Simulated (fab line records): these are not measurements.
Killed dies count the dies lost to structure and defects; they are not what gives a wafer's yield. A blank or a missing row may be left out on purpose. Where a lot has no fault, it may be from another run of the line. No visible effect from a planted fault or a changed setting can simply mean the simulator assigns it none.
Chamber matching -- flow nand harc -- NHARC_A_CHANNEL_FILL_D2_STRIP_28 on rie diel-03: 4 sister chambers
The step strips in O2, time 20 s. 33 wafers are shown with their chamber, then 12 later ones without.

== WAFERS WITH THEIR CHAMBER ==
wafer,chamber,showerhead plenum p Torr (Torr),drypump motor current A (A),oes product au (a.u.)
L074.3,3,3.36,5.69,1.000
L074.5,1,3.54,5.77,1.009
L074.6,0,3.75,5.77,1.001
L075.2,3,3.36,5.65,0.996
L075.5,0,3.75,5.76,0.994
L075.6,3,3.36,5.63,1.003
L078.1,0,3.75,5.77,1.002
L078.4,1,3.54,5.77,0.999
L078.6,1,3.54,5.78,1.005
L079.1,2,3.75,5.59,1.001
L079.3,0,3.75,5.77,0.987
L079.5,0,3.75,5.76,0.988
L080.1,2,3.75,5.58,1.003
L080.2,1,3.54,5.80,1.006
L080.3,3,3.36,5.65,1.009
L082.2,1,3.54,5.76,1.005
L082.4,3,3.36,5.64,0.997
L082.6,2,3.75,5.59,1.004
L084.1,3,3.36,5.63,1.011
L084.2,0,3.75,5.74,1.000
L084.4,1,3.54,5.78,0.997
L086.2,3,3.36,5.64,1.015
L086.4,2,3.75,5.58,0.985
L086.5,1,3.54,5.76,0.997
L089.1,2,3.75,5.58,1.007
L089.2,3,3.36,5.68,1.001
L089.5,2,3.75,5.59,1.009
L088.1,2,3.75,5.58,1.010
L088.2,0,3.75,5.78,0.993
L088.3,3,3.36,5.66,1.012
L091.1,2,3.75,5.58,0.991
L091.3,1,3.53,5.78,1.010
L091.5,3,3.36,5.64,1.008

SIGNATURES (means of the wafers above)
reading,chamber 0,chamber 1,chamber 2,chamber 3,scatter within a chamber
showerhead plenum p Torr,3.7500,3.5387,3.7500,3.3600,0.00174
drypump motor current A,5.7643,5.7750,5.5838,5.6510,0.0144
oes product au,0.99500,1.00350,1.00125,1.00520,0.00686
Rule: a wafer lies at a distance from a chamber equal to the root of the sum of squares, over the readings, of (its reading less the chamber's mean, divided by the reading's scatter). The wafer belongs to the nearest chamber; if the next one is less than 2 further off, it can't be placed. The scatter: the root of (the sum of the squares of (reading less its chamber's mean) over the shown wafers, divided by (wafers less chambers)).

== WAFERS WITH NO CHAMBER GIVEN ==
wafer,showerhead plenum p Torr (Torr),drypump motor current A (A),oes product au (a.u.)
L094.3,3.74,5.57,1.001
L094.4,3.53,5.77,1.004
L094.6,3.36,5.66,1.006
L095.1,3.53,5.78,1.001
L095.4,3.74,5.58,1.018
L095.5,3.74,5.58,1.011
L097.3,3.74,5.58,1.008
L097.4,3.36,5.70,1.007
L097.6,3.74,5.57,1.010
L096.2,3.75,5.74,0.988
L096.3,3.53,5.79,0.996
L096.6,3.36,5.64,1.012

== THE CHAMBER EACH PASSED THROUGH ==
wafer,from the rows above,in truth
L094.3,2,2
L094.4,1,1
L094.6,3,3
L095.1,1,1
L095.4,2,2
L095.5,2,2
L097.3,2,2
L097.4,3,3
L097.6,2,2
L096.2,0,0
L096.3,1,1
L096.6,3,3
Correct placement for 12 of the 12. Number that these rows cannot place: 0. Placed wrongly: 0.
